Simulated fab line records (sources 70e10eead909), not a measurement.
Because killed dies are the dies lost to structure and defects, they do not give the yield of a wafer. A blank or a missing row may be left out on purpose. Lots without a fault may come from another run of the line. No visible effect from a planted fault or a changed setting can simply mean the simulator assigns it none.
Which of the tools did it? ; flow nandHarc ; 21 wafers from 7 lots sampled at 5 of the route's 1302 steps

## WHAT THE GAUGES SHOWED, per wafer
NHARC_A_ONON_D2_THK_MEAS_27: measures by ellipsometry.
lot;measured;on;thkNm (nm)
L821;day 13 19:14;filmMetro-02;985 986 985
L826;day 16 08:02;filmMetro-01;1023 702 1025
L833;day 17 23:22;filmMetro-01;1002 1003 1002
L834;day 19 19:08;filmMetro-02;1007 1007 1009
L836;day 19 19:36;filmMetro-01;999 999 1001
L838;day 20 07:22;filmMetro-02;994 995 995
L842;day 22 03:35;filmMetro-02;991 992 990

## TOOL THAT RAN EACH LOT (tool first, then ch and the chambers of the sampled wafers, then the start)
lot;NHARC_A_CHANNEL_FILL_D1_ALD_03;NHARC_A_CHANNEL_FILL_D1_ETCHBACK_20;NHARC_A_CHANNEL_FILL_D1_ALD_25;NHARC_A_ONON_D2_DEP_25
L821;aldSinBatch-02 ch 0, day 10 15:34 or earlier;rieDiel-04 ch 0,1, day 10 15:34;aldHk-01 ch 0,3, day 11 04:38;pecvdOnon-01 ch 0, day 13 18:50
L826;aldSinBatch-01 ch 0, day 13 12:25 or earlier;rieDiel-09 ch 1,2,3, day 13 12:25;aldHk-04 ch 0,1,2, day 14 00:24;pecvdOnon-03 ch 0, day 16 07:38
L833;aldSinBatch-03 ch 0, day 15 01:26 or earlier;rieDiel-12 ch 1,2, day 15 01:26;aldHk-01 ch 1,2, day 15 13:10;pecvdOnon-01 ch 0, day 17 22:51
L834;aldSinBatch-02 ch 0, day 16 07:20 or earlier;rieDiel-04 ch 0,2,3, day 16 07:20;aldHk-01 ch 0,2,3, day 16 21:08;pecvdOnon-03 ch 0, day 19 18:47
L836;aldSinBatch-01 ch 0, day 16 17:16 or earlier;rieDiel-12 ch 1,2,3, day 16 17:16;aldHk-02 ch 0,2,3, day 17 05:48;pecvdOnon-02 ch 0, day 19 19:05
L838;aldSinBatch-03 ch 0, day 17 04:52 or earlier;rieDiel-09 ch 1,2, day 17 04:52;aldHk-04 ch 0,3, day 17 17:17;pecvdOnon-02 ch 0, day 20 06:50
L842;aldSinBatch-02 ch 0, day 19 02:41 or earlier;rieDiel-09 ch 0,1,3, day 19 02:41;aldHk-02 ch 0,1, day 19 14:29;pecvdOnon-02 ch 0, day 22 03:08
- NHARC_A_CHANNEL_FILL_D1_ALD_03: deposits SiNx, target thk 6 nm, pulse time 60 s, ald cycles 58.
- NHARC_A_CHANNEL_FILL_D1_ETCHBACK_20: etches the open film in C4F8/O2/Ar, target depth 27 nm, time 13.5 s.
- NHARC_A_CHANNEL_FILL_D1_ALD_25: deposits SiOx, target thk 60 nm, pulse time 10 s, ald cycles 600.
- NHARC_A_ONON_D2_DEP_25: target thk 1000 nm.

## THE ANSWER, worked out from the rows above alone
Rule: what is usual is taken from the lots themselves. Put in order of their means at a reading, lots are off if they are a third of the lots or fewer, leave a main group of 4 or more, and stand apart from it by a gap of 3 or more times the standard deviation of the main group's means; of several such gaps the widest counts. A main group is skipped when, at the precision printed for the reading in the tables above, its means are all equal. Also off: a lot with no number at a reading for which 4 or more lots have one. Any other lot the step has rows for is counted as sound.
Off at NHARC_A_ONON_D2_THK_MEAS_27 (thkNm): L826. The main group: mean 997 nm, standard deviation 7.4.
If a tool, at a process step before that reading, ran all the lots that are off and no sound lot after the first of them, it fits. Gauges at NHARC_A_ONON_D2_THK_MEAS_27: tried the same way as those tools. NHARC_A_CHANNEL_FILL_D1_ALD_03 gives no start for some lots, so the hours and the order of its lots are those of NHARC_A_CHANNEL_FILL_D1_ETCHBACK_20. None of those tried fits.

## WHAT WAS PUT IN BY THE SIMULATOR
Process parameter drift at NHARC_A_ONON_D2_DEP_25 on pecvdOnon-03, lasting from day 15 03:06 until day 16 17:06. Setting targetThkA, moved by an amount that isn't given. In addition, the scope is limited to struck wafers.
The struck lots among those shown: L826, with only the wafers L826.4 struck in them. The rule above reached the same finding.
